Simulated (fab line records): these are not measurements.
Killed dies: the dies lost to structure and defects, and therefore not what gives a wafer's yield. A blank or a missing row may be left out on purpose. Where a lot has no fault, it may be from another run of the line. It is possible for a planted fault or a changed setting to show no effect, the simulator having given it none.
fab line records	flow n5-finfet
record: lots: 9	wafers: 27	last-day: 16
route steps=1938 shown BEOL_M0@738 BEOL_M1@768 BEOL_M4@1111 PASSIVATION@1936
lots untouched by any fault: they come from a run of this same line in which no faults occurred
start-h: hours from the record's opening day to when the first of the lot's shown wafers began	wait-h: hours from the lot's prior step to this one	" identical to the entry in the row above	L1.1+2: a row that stands for several wafers	- no value, or no start given	* or withheld: withheld	< > ~ a bound
route shown NAME@n: names a module that has steps shown in the file, with the first one's number in the route	usual: mean and standard deviation over wafers with no fault	same: alike in all rows	chamber/n: place in a boat	sites: readings site by site	_std_site: the values' standard deviation	_edge_site: mean of outer sites minus mean of inner sites	radius-mm: how far each site lies from the wafer's centre	mask NAME#n: copy n	behind: tool/chamber where the wafer was last shaped	hold: what put the lot on hold/how long, in hours/how the hold closed	device: the transistor (n, p or np) that didn't switch	end of line: tests of these same wafers at the route's end	step lacking rows: just its recipe	killed: count of dies lost to structure and defects at first sort (not the wafer's yield)	map: dies across one wafer; x = killed, . = not, _ = none there
set.NAME: the run value of the setting; set.NAME@STEP: its run value at that earlier step	model.NAME: the simulator's own value behind a step, which no gauge read
one table for each step of the route and one row for each wafer, over a sample of lots
services: when a tool's chamber went out of use (start-h, in hours from the record's first day, below 0 if earlier), for how many hours, and the reason
== steps ==
step: N5_BEOL_M0_SPUTTER_134
recipe: material: Cu	target-thk-a: 40	temp-c: -20	chamber-pressure-pa: 0.07	power-w: withheld	time-s: 7.37
usual: throttle-valve-pct: 29.7/1.3
lot.wafer	tool	chamber	start-h	wait-h	throttle-valve-pct
L435.3	pvd-sputter-02	-	117.80	0.0	30.7
L435.4	"	-	"	"	30.7
L435.5	"	-	"	"	30.7
L437.2	pvd-sputter-02	-	139.52	0.0	30.6
L437.4	"	-	"	"	30.8
L437.6	"	-	"	"	29.4
L440.1	pvd-sputter-01	-	152.06	0.0	29.9
L440.2	"	-	"	"	26.5
L440.6	"	-	"	"	27.4
L443.1	pvd-sputter-01	-	167.43	0.0	27.8
L443.3	"	-	"	"	26.7
L443.6	"	-	"	"	29.9
L449.1	pvd-sputter-03	-	208.07	0.0	30.7
L449.4	"	-	"	"	31.1
L449.6	"	-	"	"	31.1
L451.2	pvd-sputter-02	-	218.35	0.0	30.8
L451.3	"	-	"	"	29.4
L451.5	"	-	"	"	29.3
L453.3	pvd-sputter-03	-	227.86	0.0	30.9
L453.5	"	-	"	"	30.8
L453.6	"	-	"	"	29.0
L454.2	pvd-sputter-03	-	230.96	0.0	30.6
L454.4	"	-	"	"	31.0
L454.6	"	-	"	"	31.3
L457.1	pvd-sputter-02	-	249.49	0.0	29.3
L457.2	"	-	"	"	31.1
L457.6	"	-	"	"	29.4
step: N5_BEOL_M0_SPUTTER_141
recipe: material: Cu	target-thk-a: 40	temp-c: -20	chamber-pressure-pa: 0.07	power-w: withheld	time-s: 7.37
usual: throttle-valve-pct: 29.7/1.2
lot.wafer	tool	chamber	start-h	wait-h	throttle-valve-pct
L435.3	pvd-sputter-02	-	117.94	0.0	30.6
L435.4	"	-	"	"	31.0
L435.5	"	-	"	"	30.8
L437.2	pvd-sputter-02	-	139.64	0.0	30.7
L437.4	"	-	"	"	30.8
L437.6	"	-	"	"	29.4
L440.1	pvd-sputter-01	-	152.18	0.0	29.9
L440.2	"	-	"	"	26.7
L440.6	"	-	"	"	27.8
L443.1	pvd-sputter-01	-	167.55	0.0	27.7
L443.3	"	-	"	"	26.7
L443.6	"	-	"	"	29.7
L449.1	pvd-sputter-03	-	208.19	0.0	30.6
L449.4	"	-	"	"	31.1
L449.6	"	-	"	"	31.3
L451.2	pvd-sputter-02	-	218.47	0.0	30.9
L451.3	"	-	"	"	29.6
L451.5	"	-	"	"	29.3
L453.3	pvd-sputter-03	-	227.98	0.0	31.2
L453.5	"	-	"	"	31.3
L453.6	"	-	"	"	29.0
L454.2	pvd-sputter-03	-	231.08	0.0	30.5
L454.4	"	-	"	"	31.3
L454.6	"	-	"	"	31.2
L457.1	pvd-sputter-02	-	249.61	0.0	29.5
L457.2	"	-	"	"	30.8
L457.6	"	-	"	"	29.5
step: N5_BEOL_M0_CMP_120
recipe: stop-on: SiOC	t-overpolish-s: 6.9	down-force-psi: 1	platen-rpm: 50	clearing-platen-down-force-psi: 1.5	clearing-platen-rpm: 50	post-cmp-clean: cu-alkaline	clearing-platen-pad-velocity-m-s: 0.99484	pad-velocity-m-s: 0.99484
usual: barrier-field-endpoint-s: 3.64/0.1	motor-current-A: 6.3/0.56	overpolish-run-s: 6.900/0.0088	pad-life-wafers: 1404/500	time-to-endpoint-s: 62.6/2.5
lot.wafer	tool	chamber	start-h	wait-h	barrier-field-endpoint-s	motor-current-A	overpolish-run-s	pad-life-wafers	time-to-endpoint-s
L435.4	cmp-01	1	118.85	0.2	3.55	8.1	6.899	1219	62.8
L435.3	"	3	"	"	3.40	5.5	6.901	1221	62.9
L435.5	"	0	"	"	3.54	6.1	6.911	-	61.7
L437.4	cmp-04	3	140.27	0.2	3.61	6.6	6.911	751	59.3
L437.2	"	1	"	"	3.67	5.7	6.900	753	61.4
L437.6	"	3	"	"	3.57	6.2	6.906	-	62.7
L440.2	cmp-03	0	153.07	0.4	3.75	6.1	6.893	1411	63.5
L440.1	"	1	"	"	3.74	6.1	6.894	1412	62.0
L440.6	"	3	"	"	3.70	6.9	6.901	-	58.9
L443.3	cmp-03	3	168.04	0.2	3.59	6.7	6.880	1542	61.8
L443.1	"	0	"	"	3.74	6.0	6.896	1543	62.8
L443.6	"	0	"	"	3.50	5.7	6.890	-	58.6
L449.1	cmp-03	1	209.30	0.3	3.59	5.8	6.894	1802	62.0
L449.4	"	2	"	"	3.49	6.3	6.912	1803	62.3
L449.6	"	0	"	"	3.68	6.2	6.889	-	63.2
L451.2	cmp-03	3	219.01	0.2	3.62	6.4	6.897	1879	65.7
L451.3	"	0	"	"	3.71	6.1	6.892	1880	67.2
L451.5	"	3	"	"	3.67	6.6	6.900	-	64.1
L453.3	cmp-04	2	228.96	0.5	3.66	6.4	6.907	1416	62.2
L453.5	"	2	"	"	3.59	6.6	6.905	-	60.1
L453.6	"	3	"	"	3.56	6.5	6.898	-	64.5
L454.2	cmp-04	0	232.07	0.7	3.72	5.1	6.894	1490	60.8
L454.4	"	1	"	"	3.65	5.8	6.892	1491	63.8
L454.6	"	2	"	"	3.66	6.4	6.904	-	62.1
L457.2	cmp-03	3	250.10	0.2	3.76	6.6	6.912	60	66.4
L457.1	"	0	"	"	3.62	5.9	6.893	61	64.5
L457.6	"	0	"	"	3.61	6.1	6.906	-	66.8
step: N5_BEOL_M1_ETCH_74
recipe: chemistry: N2/H2	target: underlayer	target-depth-a: 65	mask-material: CAR-EUV	time-s: 5.2	ion-energy-ev: 200	pressure-mtorr: 30	source-w: 840	bias-w: 150	n2-flow-sccm: 200	h2-flow-sccm: 200	ends: cleared
usual: bias-w: 150.0/0.5	drypump-motor-current-A: 5.9/0.43	etch-rf-on-time-s: 5.21/0.097	h2-flow-sccm: 200.0/0.58	oes-product-au: 0.69/0.076	rf-vpp-V: 524.8/2.8	showerhead-plenum-p-Torr: 2.57/0.097	throttle-valve-pct: 17.86/0.28
lot.wafer	tool	chamber	start-h	wait-h	bias-w	drypump-motor-current-A	etch-rf-on-time-s	h2-flow-sccm	oes-product-au	rf-hours-counter-h	rf-vpp-V	showerhead-plenum-p-Torr	throttle-valve-pct
L435.3	rie-diel-03	3	120.21	0.0	149.8	5.3	5.27	200.3	0.59	230	524.3	2.51	18.16
L435.4	"	1	"	"	149.5	6.0	5.33	199.4	0.63	144	525.0	2.66	18.18
L435.5	"	3	"	"	149.6	5.3	5.34	200.2	0.59	-	524.4	2.51	18.17
L437.2	rie-diel-03	0	141.83	0.0	149.9	6.6	5.18	200.0	0.79	7	523.1	2.50	17.74
L437.4	"	2	"	"	150.4	5.3	5.39	200.6	0.65	132	520.9	2.46	18.08
L437.6	"	0	"	"	150.1	6.6	5.20	199.8	0.79	-	521.4	2.50	17.72
L440.1	rie-diel-02	1	155.23	0.0	150.5	6.2	5.16	200.3	0.65	142	526.4	2.66	17.48
L440.2	"	0	"	"	150.2	6.0	5.12	200.5	0.73	64	529.9	2.69	17.51
L440.6	"	2	"	"	150.1	6.2	5.24	199.8	0.65	-	519.3	2.43	18.21
L443.1	rie-diel-02	2	169.60	0.0	149.8	6.2	5.22	200.2	0.63	184	519.8	2.43	18.27
L443.3	"	3	"	"	149.5	5.6	5.00	200.6	0.84	5	528.5	2.71	17.61
L443.6	"	0	"	"	149.5	6.0	5.16	200.2	0.71	-	526.9	2.69	17.49
L449.1	rie-diel-02	1	211.77	0.0	149.9	6.3	5.21	200.0	0.63	161	527.5	2.65	17.56
L449.4	"	0	"	"	150.9	6.1	5.19	199.1	0.69	80	527.9	2.68	17.51
L449.6	"	3	"	"	132.0	5.6	5.37	200.6	0.76	-	485.7	2.71	17.63
L451.2	rie-diel-02	3	221.48	0.0	130.6	5.6	5.40	199.9	0.76	22	484.6	2.71	17.64
L451.3	"	2	"	"	150.9	6.2	5.31	200.5	0.63	202	522.9	2.42	18.24
L451.5	"	3	"	"	130.7	5.6	5.35	199.6	0.76	-	486.6	2.71	17.62
L453.3	rie-diel-03	1	230.95	0.0	150.1	6.0	5.27	198.5	0.62	182	527.2	2.65	18.26
L453.5	"	1	"	"	150.1	6.0	5.29	200.3	0.61	-	528.7	2.64	18.25
L453.6	"	2	"	"	149.9	5.3	5.33	199.3	0.63	-	521.0	2.45	18.11
L454.2	rie-diel-06	2	234.25	0.0	150.1	5.2	5.20	198.8	0.73	55	525.8	2.57	17.79
L454.4	"	2	"	"	150.2	5.2	5.25	199.5	0.72	-	524.7	2.57	17.79
L454.6	"	3	"	"	149.3	5.9	5.23	198.9	0.70	-	527.3	2.67	17.69
L457.1	rie-diel-06	2	252.23	0.0	150.7	5.2	5.17	200.6	0.72	61	525.5	2.57	17.79
L457.2	"	0	"	"	150.7	6.0	5.15	199.9	0.83	2	524.5	2.50	17.64
L457.6	"	0	"	"	150.7	6.0	5.11	200.2	0.84	-	522.0	2.50	17.61
step: N5_BEOL_M4_RC_MEAS_101
usual: DIBL_N: 36.3/1.2	DIBL_P: 36.1/1.6	IOFF_N: 0.161/0.023	IOFF_P: 0.209/0.027	ION_N: 676/8.9	ION_P: 462/5.3	SS_N: 71.5/0.51	SS_P: 73.2/0.5	VT_N: 249.1/2.5	VT_P: -249.9/2.8
lot.wafer	tool	chamber	start-h	wait-h	DIBL_N[mV/V]	DIBL_P[mV/V]	IOFF_N[nA/um]	IOFF_P[nA/um]	ION_N[uA/um]	ION_P[uA/um]	SS_N[mV/dec]	SS_P[mV/dec]	VT_N[mV]	VT_P[mV]
L435.3	prober-02	0	156.33	0.3	36.5	36.8	0.164	0.203	671	460	71.8	72.7	246.1	-251.8
L435.4	"	0	"	"	35.7	35.0	0.142	0.183	672	457	70.8	73.3	247.2	-253.2
L435.5	"	0	"	"	34.8	33.1	0.129	0.157	667	451	71.7	73.5	250.9	-255.5
L437.2	prober-01	0	180.05	0.2	36.8	35.5	0.161	0.221	675	463	71.3	73.0	250.1	-248.8
L437.4	"	0	"	"	37.7	35.8	0.174	0.220	674	466	71.2	73.1	250.3	-249.0
L437.6	"	0	"	"	36.8	34.7	0.162	0.213	664	460	71.5	73.5	248.5	-247.3
L440.1	prober-02	0	196.58	0.0	37.6	36.7	0.184	0.262	682	471	71.5	73.2	245.7	-246.9
L440.2	"	0	"	"	36.4	36.1	0.168	0.241	686	468	71.5	73.4	247.2	-244.0
L440.6	"	0	"	"	37.9	37.3	0.192	0.272	678	465	71.8	73.4	248.0	-243.8
L443.1	prober-02	0	206.31	0.0	36.9	34.3	0.153	0.203	670	467	71.5	73.2	249.4	-248.5
L443.3	"	0	"	"	37.7	35.4	0.170	0.221	667	462	71.7	72.8	247.7	-248.0
L443.6	"	0	"	"	36.9	34.6	0.166	0.202	674	459	71.5	72.8	250.3	-252.3
L449.1	prober-02	0	255.24	0.0	36.4	35.7	0.165	0.181	666	457	72.0	73.6	247.4	-253.8
L449.4	"	0	"	"	37.0	36.8	0.178	0.193	674	456	71.8	74.2	249.3	-253.1
L449.6	"	0	"	"	35.9	36.1	0.161	0.187	671	455	70.9	73.5	249.5	-253.2
L451.2	prober-01	0	256.72	0.2	36.9	35.3	0.150	0.187	673	460	70.5	72.4	250.0	-250.0
L451.3	"	0	"	"	38.1	37.1	0.188	0.223	676	454	71.6	73.1	248.3	-248.1
L451.5	"	0	"	"	38.1	36.7	0.179	0.210	674	464	71.6	73.3	246.3	-252.6
L453.3	prober-02	0	275.00	0.3	38.6	37.3	0.201	0.248	679	465	72.6	73.9	247.0	-248.7
L453.5	"	0	"	"	36.7	34.8	0.159	0.206	669	455	71.6	73.2	250.7	-250.7
L453.6	"	0	"	"	37.9	36.1	0.188	0.235	688	474	71.8	73.5	248.7	-246.2
L454.2	prober-01	0	278.76	0.2	36.1	35.0	0.166	0.211	678	459	71.1	72.2	248.8	-248.8
L454.4	"	0	"	"	35.7	34.4	0.149	0.200	675	460	71.5	72.8	249.9	-248.3
L454.6	"	0	"	"	36.0	35.0	0.155	0.201	680	468	71.2	72.9	250.0	-248.5
L457.1	prober-01	0	294.29	0.0	35.6	36.5	0.161	0.215	666	461	71.9	73.0	249.0	-250.2
L457.2	"	0	"	"	36.1	37.8	0.182	0.238	681	461	71.8	73.9	246.7	-247.1
L457.6	"	0	"	"	36.0	37.2	0.166	0.222	677	462	72.7	73.7	248.1	-251.9
step: N5_PASSIVATION_PROBE_49
usual: defect-limited-yield: 91.3/1.5	killed_at_M0_to_M3: 35/10	killed_at_M4_up: 13/5.3	killed-at-contacts: 12/5.7	killed-at-front-end: 39/11	killed-at-other: 3.3/2.7	killed-dies: 102/18	killed-open: 67/13	killed-short: 34/7.8	sort_bin_5_function: 5.1/1	sort_bin_6_memory: 3.3/0.68	sort-n-pass: 1078/18	sort-yield-pct: 91.3/1.5
same: gross-dies: 1180	killed-at-back-side: 0	sort_bin_4_leakage[%]: 0	sort_bin_8_speed[%]: 0
lot.wafer	tool	chamber	start-h	wait-h	defect-limited-yield[%]	killed_at_M0_to_M3	killed_at_M4_up	killed-at-contacts	killed-at-front-end	killed-at-other	killed-dies	killed-open	killed-short	sort_bin_5_function[%]	sort_bin_6_memory[%]	sort-n-pass	sort-yield-pct[%]
L449.1	prober-02	-	358.78	0.3	92.7	36	14	7	26	3	86	52	34	5.5	1.7	1094	92.7
L449.4	prober-02	-	358.93	0.5	90.3	30	17	21	43	3	114	61	53	5.3	3.8	1066	90.3
L449.6	prober-02	-	359.03	0.6	92.0	39	15	10	26	4	94	60	34	4.9	2.5	1086	92.0
killed by level:class
L449.1 FIN_SAQP:geometric-particle:short=9 BEOL_M0:geometric-particle:open=9 BEOL_M0_SAQP:geometric-particle:open=6 MOL_CONTACT_COAG:geometric-particle:open=5 BEOL_M0_SAQP:geometric-particle:short=5 BEOL_M4:geometric-particle:open=5 BEOL_M1:geometric-particle:short=4 GATE_CUT:geometric-particle:open=3
L449.4 MOL_CONTACT_COAG:geometric-particle:open=16 FIN_SAQP:geometric-particle:short=10 BEOL_M4:geometric-particle:open=9 STI_FIN_REVEAL:geometric-particle:open=8 GATE_CUT:geometric-particle:short=8 BEOL_M0:geometric-particle:open=6 FIN_SAQP:geometric-particle:open=5 MOL_CONTACT_COAG:geometric-particle:short=5
L449.6 BEOL_M4:geometric-particle:open=13 BEOL_M0_SAQP:geometric-particle:open=13 BEOL_M0_SAQP:geometric-particle:short=12 MOL_CONTACT_COAG:geometric-particle:open=9 FIN_SAQP:geometric-particle:short=6 FIN_SAQP:geometric-particle:open=5 BEOL_M1:geometric-particle:open=5 GATE_CUT:geometric-particle:short=3
== services ==
tool	chamber	start-h	hours	kind
rie-diel-02	1	113.73	15.6	repair
rie-diel-06	2	117.42	1.2	repair
rie-diel-02	3	129.56	-	clean
cmp-03	-	142.93	1.2	repair
cmp-04	-	149.07	6.8	pm
rie-diel-02	3	153.75	1.5	repair
cmp-01	-	160.18	2.3	repair
cmp-04	-	164.22	2.1	repair
cmp-03	-	164.27	0.9	repair
rie-diel-03	3	164.52	1.7	repair
cmp-04	-	174.93	1.3	repair
cmp-03	-	175.11	3.4	pm
rie-diel-06	-	179.18	14.6	pm
cmp-03	-	195.42	1.8	repair
rie-diel-02	0	201.01	9.1	repair
cmp-04	-	209.28	0.9	repair
rie-diel-02	2	223.76	6.1	repair
cmp-01	-	227.77	4.0	pm
rie-diel-02	2	237.18	4.4	repair
cmp-03	-	238.32	4.0	pm
rie-diel-06	2	241.17	1.2	repair
cmp-03	-	242.32	-	consumable-replace:conditioner
cmp-03	-	242.32	-	consumable-replace:pad
cmp-01	-	250.96	2.1	repair
== key ==
first-sign: step: N5_BEOL_M1_ETCH_74	reading: bias-w	direction: down	sigmas: 38	usual: *	struck: *
effect: step: N5_BEOL_M1_ETCH_74	reading: rf-vpp-V	direction: down	sigmas: 14	usual: 524.8	struck: 485.6
met-at N5_BEOL_M1_ETCH_74
struck-lots L449,L451
struck-wafers L449.6,L451.2,L451.5
not-acting-at N5_BEOL_M0_SPUTTER_134,N5_BEOL_M0_SPUTTER_141,N5_BEOL_M0_CMP_120
onset-between 169.60 211.77
fault: kind: process-parameter-drift	tool: rie-diel-02	chamber: 3	onset-h: 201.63	steps: N5_BEOL_M1_ETCH_74	channel: bias-w	offset: *	shape: step	end-h: 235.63	acts-in: *	stated: *
